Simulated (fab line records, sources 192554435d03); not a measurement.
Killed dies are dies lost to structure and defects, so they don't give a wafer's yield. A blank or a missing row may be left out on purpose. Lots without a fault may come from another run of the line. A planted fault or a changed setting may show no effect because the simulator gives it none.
fab line records | flow n5_finfet
record lots=14 wafers=41 last_day=17
route steps=1938 shown WELL_APT@41 PMOS_HMC_CHANNEL_EPI@57
lots that met no fault: from a run of the same line without faults
start_h: hours from the record's first day to the start of the lot's first wafer shown | wait_h: hours since the lot's step before | " the same as in the row above | L1.1+2: a row that stands for several wafers | - no value, or no start given | * or withheld: withheld | < > ~ a bound
route shown NAME@n: a module of which the file shows steps, and the number in the route of the first | usual: mean/standard deviation of fault-free wafers | same: alike in all rows | chamber/n: place in a boat | sites: the reading at each site | _std_site: their standard deviation | _edge_site: outer sites' mean less inner sites' | radius_mm: how far each site lies from the wafer's centre | mask NAME#n: copy n | behind: the tool/chamber that last shaped the wafer | hold: why the lot was held/for how many hours/how that ended | device: the transistor (n, p or np) that didn't switch | end of line: the same wafers' tests at the end of the route | a step without rows: its recipe alone | killed: dies lost to structure and defects at the first sort, not the wafer's yield | map: a wafer's dies, x killed, . not, _ none there
set.NAME: the setting as run; set.NAME@STEP: as run at that earlier step | model.NAME: the simulator's own value behind a step, which no gauge read
steps of the route over a sample of lots; a table a step, a row a wafer
services: from which hour (start_h, from the record's first day; less than 0 if before it) a tool's chamber was out of use, for how many hours, and why
## steps
# step N5_WELL_APT_DEVELOP_24
# recipe develop_time_s=45 rinse_liquid=surfactant_rinse dry=air_spin dev_temp_c=21
# usual chill_plate_temp_C=23.00/0.11 develop_time_s=45/0
# columns lot.wafer tool chamber start_h wait_h chill_plate_temp_C develop_time_s
L905.3 litho_track-02 0 15.28 - 22.92 45
L905.5 " 0 " " 23.03 45
L905.6 " 0 " " 23.10 45
L907.3 litho_track-05 0 27.07 - 23.01 45
L907.4 " 0 " " 23.25 45
L907.6 " 0 " " 22.93 45
L910.1 litho_track-05 0 44.82 - 22.89 45
L910.3 " 0 " " 22.89 45
L910.5 " 0 " " 22.86 45
L911.1 litho_track-02 0 50.99 - 23.15 45
L911.2 " 0 " " 23.34 45
L911.4 " 0 " " 23.10 45
L912.2 litho_track-02 0 57.02 - 22.95 45
L912.5 " 0 " " 23.14 45
L912.6 " 0 " " 23.04 45
L914.3 litho_track-03 0 68.92 - 22.89 45
L914.4 " 0 " " 22.93 45
L915.3 litho_track-05 0 74.84 - 23.02 45
L915.4 " 0 " " 22.89 45
L915.6 " 0 " " 23.01 45
L916.2 litho_track-03 0 80.71 - 23.06 45
L916.4 " 0 " " 22.97 45
L916.5 " 0 " " 23.00 45
L917.2 litho_track-05 0 86.95 - 23.17 45
L917.3 " 0 " " 23.09 45
L917.5 " 0 " " 23.05 45
L918.3 litho_track-02 - 92.71 - - -
L918.4 " - " " - -
L918.5 " - " " - -
L919.1 litho_track-03 - 98.84 - - -
L919.3 " - " " - -
L919.5 " - " " - -
L920.1 litho_track-05 0 105.03 - 22.95 45
L920.5 " 0 " " 22.78 45
L920.6 " 0 " " 22.83 45
L922.1 litho_track-03 0 117.14 - 22.96 45
L922.2 " 0 " " 22.98 45
L922.6 " 0 " " 22.96 45
L928.1 litho_track-02 0 152.71 - 22.88 45
L928.3 " 0 " " 23.03 45
L928.5 " 0 " " 22.97 45
# step N5_WELL_APT_DESCUM_30
# recipe chemistry=O2 time_s=7.9 source_power_w=50 bias_power_w=20 pressure_mtorr=20 rf_frequency_hz=2.712e+07 temp_c=40 o2_flow_sccm=225
# usual drypump_motor_current_A=5.8/0.5 oes_product_au=0.80/0.069 rf_vpp_V=243.9/1.1 showerhead_plenum_p_Torr=2.14/0.049 throttle_valve_pct=20.49/0.26
# columns lot.wafer tool chamber start_h wait_h drypump_motor_current_A oes_product_au rf_hours_counter_h rf_vpp_V showerhead_plenum_p_Torr throttle_valve_pct
L905.3 rie_diel-02 1 15.48 0.0 6.3 0.74 173 242.9 2.07 20.12
L905.5 " 0 " " 6.5 0.97 - 247.0 2.22 20.26
L905.6 " 3 " " 5.9 0.80 - 243.8 2.12 20.66
L907.3 rie_diel-05 0 27.27 0.0 5.5 0.85 64 243.8 2.13 20.63
L907.4 " 3 " " 5.4 0.90 36 245.2 2.25 20.33
L907.6 " 3 " " 5.4 0.90 - 243.9 2.25 20.31
L910.1 rie_diel-06 3 45.15 0.1 5.7 0.89 42 243.5 2.14 20.57
L910.3 " 2 " " 5.5 0.84 66 243.5 2.11 20.17
L910.5 " 0 " " 6.4 0.74 - 243.8 2.10 20.80
L911.1 rie_diel-02 2 51.19 0.0 5.1 0.75 150 242.2 2.11 20.91
L911.2 " 3 " " 5.9 0.80 82 243.7 2.12 20.66
L911.4 " 0 " " 6.5 0.94 18 245.5 2.21 20.29
L912.2 rie_diel-06 1 57.49 0.3 5.7 0.71 162 244.6 2.19 20.56
L912.5 " 3 " " 5.7 0.87 - 243.5 2.14 20.56
L912.6 " 2 " " 5.5 0.82 - 244.3 2.11 20.19
L914.3 rie_diel-02 1 69.12 0.0 6.3 0.72 192 242.3 2.06 20.12
L914.4 " 0 " " 6.5 0.92 23 245.0 2.21 20.29
L915.3 rie_diel-06 3 75.23 0.2 5.7 0.88 53 244.5 2.14 20.57
L915.4 " 0 " " 6.4 0.73 163 242.5 2.10 20.83
L915.6 " 1 " " 5.7 0.72 - 244.9 2.18 20.56
L916.2 rie_diel-05 2 81.05 0.2 4.9 0.77 152 244.1 2.18 20.11
L916.4 " 1 " " 6.2 0.90 47 242.9 2.14 20.56
L916.5 " 2 " " 4.9 0.77 - 243.9 2.18 20.10
L917.2 rie_diel-06 3 87.15 0.0 5.7 0.86 56 243.8 2.13 20.59
L917.3 " 2 " " 5.5 0.82 80 242.9 2.10 20.18
L917.5 " 0 " " 6.4 0.72 - 243.6 2.10 20.83
L918.3 rie_diel-02 1 92.91 0.0 6.3 0.72 200 242.9 2.06 20.15
L918.4 " 2 " " 5.1 0.74 165 242.4 2.10 20.95
L918.5 " 3 " " 5.8 0.78 - 244.2 2.11 20.71
L919.1 rie_diel-05 1 99.04 0.0 6.2 0.88 52 241.7 2.13 20.56
L919.3 " 2 " " 4.9 0.77 157 245.4 2.18 20.12
L919.5 " 2 " " 4.9 0.76 - 243.3 2.18 20.12
L920.1 rie_diel-06 1 105.23 0.0 5.7 0.71 179 245.0 2.18 20.59
L920.5 " 3 " " 5.7 0.86 - 244.5 2.13 20.60
L920.6 " 2 " " 5.5 0.81 - 244.4 2.10 20.20
L922.1 rie_diel-06 0 117.34 0.0 6.4 0.72 177 243.1 2.09 20.87
L922.2 " 3 " " 5.7 0.86 65 243.4 2.13 20.59
L922.6 " 2 " " 5.5 0.81 - 243.4 2.10 20.21
L928.1 rie_diel-06 3 152.94 0.1 5.7 0.83 80 245.3 2.13 20.62
L928.3 " 0 " " 6.4 0.71 190 243.3 2.09 20.88
L928.5 " 0 " " 6.4 0.71 - 242.6 2.09 20.85
# step N5_WELL_APT_RTA_34
# recipe temp_c=1000 time_s=10 ambient=N2 idle_temp_c=600 ramp_up_c_per_s=150 ramp_down_c_per_s=60 cool_to_c=600
# usual lamp_power_pct=13.00/0.052 lamp_zone_5_pct=13.00/0.031 wafer_temp_C_max=1003.7/1.1
# columns lot.wafer tool chamber start_h wait_h lamp_power_pct lamp_zone_5_pct wafer_temp_C_max
L905.3 rtp_anneal-01 0 16.44 0.2 13.06 13.03 1003.2
L905.5 " 0 " " 12.94 13.01 1003.9
L905.6 " 0 " " 12.94 13.02 1005.2
L907.3 rtp_anneal-01 0 28.07 0.1 12.94 13.00 1004.4
L907.4 " 0 " " 13.02 13.00 1004.1
L907.6 " 0 " " 12.97 13.05 1004.8
L910.1 rtp_anneal-02 0 45.91 0.0 13.00 13.01 1003.2
L910.3 " 0 " " 13.03 12.98 1002.9
L910.5 " 0 " " 13.13 13.00 1004.0
L911.1 rtp_anneal-02 0 51.95 0.0 13.06 12.97 1003.9
L911.2 " 0 " " 12.99 13.01 1005.7
L911.4 " 0 " " 12.92 12.97 1001.8
L912.2 rtp_anneal-02 0 58.34 0.1 13.02 13.03 1002.7
L912.5 " 0 " " 12.97 12.98 1005.9
L912.6 " 0 " " 13.03 13.03 1004.4
L914.3 rtp_anneal-01 0 70.27 0.1 12.98 12.97 1004.2
L914.4 " 0 " " 12.97 12.97 1004.0
L915.3 rtp_anneal-02 0 76.03 0.1 12.95 12.96 1003.3
L915.4 " 0 " " 13.00 12.96 1002.0
L915.6 " 0 " " 13.08 13.02 1005.5
L916.2 rtp_anneal-01 0 81.91 0.1 13.02 13.02 1005.2
L916.4 " 0 " " 13.04 13.00 1002.9
L916.5 " 0 " " 12.99 13.01 1004.1
L917.2 rtp_anneal-02 0 88.18 0.3 13.09 12.98 1002.9
L917.3 " 0 " " 13.03 12.99 1003.8
L917.5 " 0 " " 12.99 12.97 1004.1
L918.3 rtp_anneal-02 0 93.71 0.1 13.06 12.97 1002.9
L918.4 " 0 " " 12.95 12.89 1003.5
L918.5 " 0 " " 12.88 12.99 1004.3
L919.1 rtp_anneal-02 0 99.80 0.0 12.97 13.01 1003.7
L919.3 " 0 " " 12.93 12.99 1002.6
L919.5 " 0 " " 13.07 12.96 1003.3
L920.1 rtp_anneal-01 0 106.01 0.0 12.92 12.97 1005.6
L920.5 " 0 " " 12.99 13.00 1002.7
L920.6 " 0 " " 13.02 13.01 1004.9
L922.1 rtp_anneal-02 0 118.10 0.0 12.97 13.03 1002.9
L922.2 " 0 " " 13.09 13.03 1005.8
L922.6 " 0 " " 13.00 13.02 1001.9
L928.1 rtp_anneal-02 0 153.70 0.0 12.97 13.01 1002.0
L928.3 " 0 " " 13.05 13.00 1005.3
L928.5 " 0 " " 12.99 13.06 1003.3
# step N5_PMOS_HMC_CHANNEL_EPI_HM_DEP_34
# recipe material=SiO2 target_thk_a=360 temp_c=400 precursor=TEOS/O2 pressure_torr=6.5 rf_w=900 teos_flow_sccm=161.4 gas=O2 flow_sccm=2650 time_s=6.9
# usual chamber_pressure_Torr=6.500/0.016 heater_power_w=563/100 showerhead_plenum_p_Torr=8.327/0.019 throttle_valve_pct=18.4/0.87
# columns lot.wafer tool chamber start_h wait_h chamber_pressure_Torr heater_power_w showerhead_plenum_p_Torr throttle_valve_pct
L905.3 pecvd-02 2 17.31 0.0 6.496 426 8.313 18.6
L905.5 " 0 " " 6.529 490 8.301 18.0
L905.6 " 1 " " 6.513 554 8.323 19.6
L907.3 pecvd-02 0 28.95 0.0 6.502 477 8.333 18.1
L907.4 " 1 " " 6.461 558 8.357 19.4
L907.6 " 0 " " 6.485 482 8.323 18.2
L910.1 pecvd-02 1 46.82 0.0 6.473 476 8.370 19.4
L910.3 " 1 " " 6.472 491 8.357 19.5
L910.5 " 0 " " 6.511 569 8.307 18.3
L911.1 pecvd-02 0 52.87 0.0 6.517 478 8.319 18.0
L911.2 " 2 " " 6.511 502 8.306 17.2
L911.4 " 1 " " 6.485 558 8.336 19.6
L912.2 pecvd-02 0 59.43 0.0 6.543 598 8.313 18.2
L912.5 " 1 " " 6.487 561 8.336 19.5
L912.6 " 2 " " 6.478 499 8.319 17.2
L914.3 pecvd-03 2 71.15 0.0 6.492 424 8.321 18.5
L914.4 " 0 " " 6.473 607 8.338 18.3
L915.3 pecvd-02 1 77.10 0.0 6.494 532 8.351 19.7
L915.4 " 1 " " 6.481 543 8.354 19.4
L915.6 " 0 " " 6.480 509 8.323 18.3
L916.2 pecvd-04 2 82.82 0.0 6.508 699 8.339 17.7
L916.4 " 1 " " 6.517 659 8.316 19.8
L916.5 " 0 " " 6.483 620 8.314 19.3
L917.2 pecvd-02 1 89.07 0.0 6.516 566 8.360 19.2
L917.3 " 2 " " 6.500 432 8.316 17.2
L917.5 " 2 " " 6.514 450 8.321 17.1
L920.1 pecvd-02 0 106.92 0.0 6.510 597 8.309 18.2
L920.5 " 1 " " 6.514 517 8.337 19.5
L920.6 " 2 " " 6.489 507 8.303 17.3
L922.1 pecvd-03 1 119.01 0.0 6.500 649 8.332 17.4
L922.2 " 2 " " 6.473 421 8.329 18.6
L922.6 " 2 " " 6.499 423 8.310 18.8
L928.1 pecvd-02 1 154.63 0.0 6.508 493 8.338 19.1
L928.3 " 2 " " 6.478 513 8.309 17.2
L928.5 " 0 " " 6.522 555 8.302 17.9
## services
# columns tool chamber start_h hours kind
rie_diel-05 0 8.74 9.8 repair
rie_diel-06 - 9.25 0.5 repair
pecvd-02 2 21.12 - clean
pecvd-02 2 21.12 - consumable_replace:showerhead
pecvd-02 2 21.12 29.0 scheduled_down
pecvd-02 2 21.12 29.0 vent_cycle
pecvd-03 0 37.29 2.1 scheduled_down
rie_diel-02 - 41.23 0.6 repair
pecvd-04 1 45.98 5.5 scheduled_down
pecvd-04 - 58.87 0.2 repair
rie_diel-02 0 64.99 3.1 repair
litho_track-05 - 78.29 - consumable_replace:filter
rie_diel-06 3 91.74 2.4 repair
pecvd-03 1 99.02 4.0 repair
pecvd-02 1 104.67 2.1 scheduled_down
pecvd-03 0 111.94 5.5 scheduled_down
pecvd-02 2 125.79 2.1 scheduled_down
pecvd-04 - 129.76 2.1 repair
pecvd-04 - 134.06 2.2 repair
litho_track-02 - 142.72 - consumable_replace:filter
## key
first_sign step=N5_WELL_APT_DEVELOP_24 reading=tool_record direction=missing
effect none on later readings
met_at N5_WELL_APT_DEVELOP_24
struck_lots L918,L919
later_rows_left_out L918.3,L918.4,L918.5,L919.1,L919.3,L919.5
sort_left_out L918.3,L918.4,L918.5,L919.1,L919.3,L919.5
not_acting_at N5_WELL_APT_DESCUM_30,N5_WELL_APT_RTA_34,N5_PMOS_HMC_CHANNEL_EPI_HM_DEP_34
onset_between 80.71 92.71
fault kind=skipped_step_whole tool=litho_track-02,litho_track-03 chamber=- onset_h=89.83 steps=N5_WELL_APT_DEVELOP_24 scope=struck_lots_only
# sort_left_out: the simulated sort isn't trusted on such a fault, so these wafers' sort isn't shown, and their yield isn't known
# later_rows_left_out: the simulator's readings of these wafers behind a module that went badly wrong aren't trusted and aren't shown, but for the sort
